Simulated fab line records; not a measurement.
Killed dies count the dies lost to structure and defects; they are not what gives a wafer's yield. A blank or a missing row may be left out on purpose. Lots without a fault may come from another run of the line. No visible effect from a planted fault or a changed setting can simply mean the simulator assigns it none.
Chamber matching    flow n5_finfet    N5_BEOL_M8_CURE_75 on uv_cure-01: 3 sister chambers
The step cures SiCOH lowk, time 120 s. 27 wafers are shown with their chamber, then 12 later ones without.

WAFERS, EACH WITH ITS CHAMBER
wafer   chamber  wafer_temp_C_max  lamp_power_pct (%)
L074.2  2        370.9             52.31
L074.5  2        371.0             52.29
L074.6  2        371.0             52.32
L076.1  1        371.1             52.30
L076.2  1        371.4             52.34
L076.5  1        371.7             52.32
L081.2  2        370.6             52.39
L081.5  2        370.8             52.42
L081.6  2        370.3             52.39
L080.1  1        371.0             52.24
L080.3  1        371.5             52.33
L080.4  1        371.5             52.32
L079.2  1        371.2             52.32
L079.3  1        371.4             52.28
L079.4  1        371.0             52.36
L084.1  2        370.9             52.31
L084.3  2        371.3             52.28
L084.6  2        371.5             52.26
L083.1  0        372.8             52.33
L083.3  0        374.8             52.34
L083.4  0        372.7             52.31
L085.1  1        371.2             52.33
L085.3  1        370.8             52.33
L085.6  1        371.1             52.28
L090.2  0        372.9             52.31
L090.4  0        373.6             52.38
L090.6  0        372.4             52.32

SIGNATURES (averages over the wafers above)
reading           chamber 0  chamber 1  chamber 2  scatter within a chamber
wafer_temp_C_max  373.200    371.242    370.922    0.483
lamp_power_pct    52.3317    52.3125    52.3300    0.041
Rule: for a wafer and a chamber, the distance is found by dividing, reading by reading, the gap between the wafer's reading and the chamber's mean by the reading's scatter, squaring, summing and taking the root. The wafer belongs to the nearest chamber; if the next one is less than 2 further off, it can't be placed. The scatter: the root of (the sum of the squares of (reading less its chamber's mean) over the shown wafers, divided by (wafers less chambers)).

WAFERS WITH NO CHAMBER GIVEN
wafer   wafer_temp_C_max  lamp_power_pct (%)
L087.1  371.5             52.45
L087.4  371.6             52.35
L087.5  372.1             52.27
L088.1  372.6             52.32
L088.3  373.6             52.28
L088.6  373.4             52.40
L089.1  371.9             52.34
L089.3  372.5             52.37
L089.5  372.9             52.29
L097.4  371.6             52.32
L097.5  371.5             52.26
L097.6  371.4             52.31

WHICH CHAMBER EACH WENT THROUGH
wafer   from the rows above           in truth
L087.1  can't be placed: 2 or 1 or 0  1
L087.4  can't be placed: 1 or 2       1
L087.5  can't be placed: 1 or 0 or 2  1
L088.1  can't be placed: 0 or 1       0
L088.3  0                             0
L088.6  0                             0
L089.1  can't be placed: 1 or 2 or 0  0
L089.3  can't be placed: 0 or 1 or 2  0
L089.5  0                             0
L097.4  can't be placed: 1 or 2       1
L097.5  can't be placed: 1 or 2       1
L097.6  can't be placed: 1 or 2       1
Placed correctly: 3 of 12. From these rows, 9 cannot be placed; in 9 the true chamber is one of the candidates. 0 placed wrongly.
